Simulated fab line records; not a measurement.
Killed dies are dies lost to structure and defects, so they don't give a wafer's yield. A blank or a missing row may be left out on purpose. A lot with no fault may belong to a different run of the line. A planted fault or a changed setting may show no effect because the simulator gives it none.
Chamber matching || flow n5_finfet || 4 sister chambers for N5_BEOL_M9_ETCH_65 on rie_diel-02
The step etches SiARC in CF4, target depth 15.6 nm, time 26 s. 4 wafers are shown with their chamber, then 12 later ones without.

== WAFERS WITH THEIR CHAMBER ==
{"wafer": "L089.1", "chamber": 3, "drypump_motor_current_A (A)": 5.6}
{"wafer": "L089.6", "chamber": 0, "drypump_motor_current_A (A)": 5.6}
{"wafer": "L091.5", "chamber": 2, "drypump_motor_current_A (A)": 5.9}
{"wafer": "L091.6", "chamber": 1, "drypump_motor_current_A (A)": 6.4}

== WAFERS WITH NO CHAMBER GIVEN ==
{"wafer": "L094.4", "drypump_motor_current_A (A)": 5.9}
{"wafer": "L094.5", "drypump_motor_current_A (A)": 5.7}
{"wafer": "L094.6", "drypump_motor_current_A (A)": 5.5}
{"wafer": "L093.1", "drypump_motor_current_A (A)": 6.4}
{"wafer": "L093.4", "drypump_motor_current_A (A)": 5.9}
{"wafer": "L093.5", "drypump_motor_current_A (A)": 6.4}
{"wafer": "L095.1", "drypump_motor_current_A (A)": 5.5}
{"wafer": "L095.3", "drypump_motor_current_A (A)": 5.9}
{"wafer": "L095.6", "drypump_motor_current_A (A)": 5.6}
{"wafer": "L096.1", "drypump_motor_current_A (A)": 5.9}
{"wafer": "L096.5", "drypump_motor_current_A (A)": 6.4}
{"wafer": "L096.6", "drypump_motor_current_A (A)": 5.6}

== WHICH CHAMBER EACH ONE RAN IN ==
{"wafer": "L094.4", "from the rows above": 2, "in truth": 2}
{"wafer": "L094.5", "from the rows above": "can't be placed: 0 or 3 or 2", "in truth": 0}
{"wafer": "L094.6", "from the rows above": "can't be placed: 0 or 3", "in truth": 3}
{"wafer": "L093.1", "from the rows above": 1, "in truth": 1}
{"wafer": "L093.4", "from the rows above": 2, "in truth": 2}
{"wafer": "L093.5", "from the rows above": 1, "in truth": 1}
{"wafer": "L095.1", "from the rows above": "can't be placed: 0 or 3", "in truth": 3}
{"wafer": "L095.3", "from the rows above": 2, "in truth": 2}
{"wafer": "L095.6", "from the rows above": "can't be placed: 0 or 3", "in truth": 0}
{"wafer": "L096.1", "from the rows above": 2, "in truth": 2}
{"wafer": "L096.5", "from the rows above": 1, "in truth": 1}
{"wafer": "L096.6", "from the rows above": "can't be placed: 0 or 3", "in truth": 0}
Correct placement for 7 of the 12. Cannot be placed on the basis of these rows: 5; the candidates contain the true chamber in 5. Number placed wrongly: 0.
How it was worked out, from the rows above alone: a wafer's distance from a chamber is the root of the sum, over the readings, of the square of ((its reading less the chamber's mean) divided by the reading's scatter). The wafer belongs to the nearest chamber; if the next one is less than 2 further off, it can't be placed. For every chamber, the mean is computed from those of its wafers that are shown. The scatter (one wafer shown for each chamber): square how far every hidden wafer sits from the nearest shown wafer, average those squares and take the square root.
